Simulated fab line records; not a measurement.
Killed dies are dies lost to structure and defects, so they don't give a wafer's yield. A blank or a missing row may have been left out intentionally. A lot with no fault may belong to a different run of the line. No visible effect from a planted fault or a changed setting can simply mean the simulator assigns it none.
Matching of chambers + flow nandHarc + aldHk-04 running NHARC_A_CHANNEL_FILL_D2_ALD_02: 4 sister chambers
The step deposits SiO2, target thk 6 nm, pulse time 10 s, ald cycles 60. 16 wafers are shown with their chamber, then 8 later ones without.

== WAFERS PAIRED WITH THEIR CHAMBERS ==
| wafer  | chamber | heaterPowerW (W) | precursorPulseHeightRel |
|--------|---------|------------------|-------------------------|
| L083.2 | 0       | 440              | 0.986                   |
| L083.5 | 2       | 472              | 1.008                   |
| L083.6 | 1       | 473              | 1.033                   |
| L082.2 | 0       | 439              | 0.996                   |
| L082.3 | 3       | 467              | 1.003                   |
| L082.5 | 1       | 473              | 0.989                   |
| L086.4 | 3       | 471              | 1.025                   |
| L086.5 | 3       | 481              | 1.014                   |
| L086.6 | 0       | 443              | 0.975                   |
| L089.3 | 2       | 447              | 0.987                   |
| L089.5 | 1       | 507              | 1.010                   |
| L089.6 | 2       | 440              | 0.986                   |
| L088.1 | 2       | 449              | 1.030                   |
| L088.3 | 3       | 480              | 0.998                   |
| L088.6 | 0       | 448              | 0.957                   |
| L087.1 | 0       | 443              | 1.009                   |

SIGNATURES, as means of the wafers listed above
| reading                 | chamber 0 | chamber 1 | chamber 2 | chamber 3 | scatter within a chamber |
|-------------------------|-----------|-----------|-----------|-----------|--------------------------|
| heaterPowerW            | 442.60    | 484.33    | 452.00    | 474.75    | 11.3                     |
| precursorPulseHeightRel | 0.98460   | 1.01067   | 1.00275   | 1.01000   | 0.0189                   |
Rule: for each reading, subtract the chamber's mean from the wafer's reading, divide by that reading's scatter and square the result; add these up over the readings and take the root, which gives the wafer's distance from the chamber. If the next closest chamber is less than 2 further off than the closest, the wafer can't be placed; otherwise it belongs to the closest. The scatter: the root of (the sum of the squares of (reading less its chamber's mean) over the shown wafers, divided by (wafers less chambers)).

== WAFERS WHOSE CHAMBER IS MISSING ==
| wafer  | heaterPowerW (W) | precursorPulseHeightRel |
|--------|------------------|-------------------------|
| L087.3 | 461              | 0.989                   |
| L087.5 | 452              | 0.976                   |
| L093.1 | 499              | 0.997                   |
| L093.4 | 452              | 0.970                   |
| L093.6 | 444              | 0.977                   |
| L094.1 | 503              | 0.987                   |
| L094.3 | 463              | 0.961                   |
| L094.4 | 444              | 1.002                   |

== CHAMBER TAKEN BY EACH ==
| wafer  | from the rows above               | in truth |
|--------|-----------------------------------|----------|
| L087.3 | can't be placed: 2 or 0 or 3 or 1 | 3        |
| L087.5 | can't be placed: 0 or 2 or 3      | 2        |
| L093.1 | can't be placed: 1 or 3           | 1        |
| L093.4 | can't be placed: 0 or 2 or 3      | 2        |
| L093.6 | can't be placed: 0 or 2           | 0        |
| L094.1 | can't be placed: 1 or 3           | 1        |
| L094.3 | can't be placed: 0 or 2 or 3 or 1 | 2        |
| L094.4 | can't be placed: 2 or 0           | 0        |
0 of 8 placed correctly. From these rows, 8 cannot be placed; in 8 the true chamber is one of the candidates. Placed wrongly: 0.
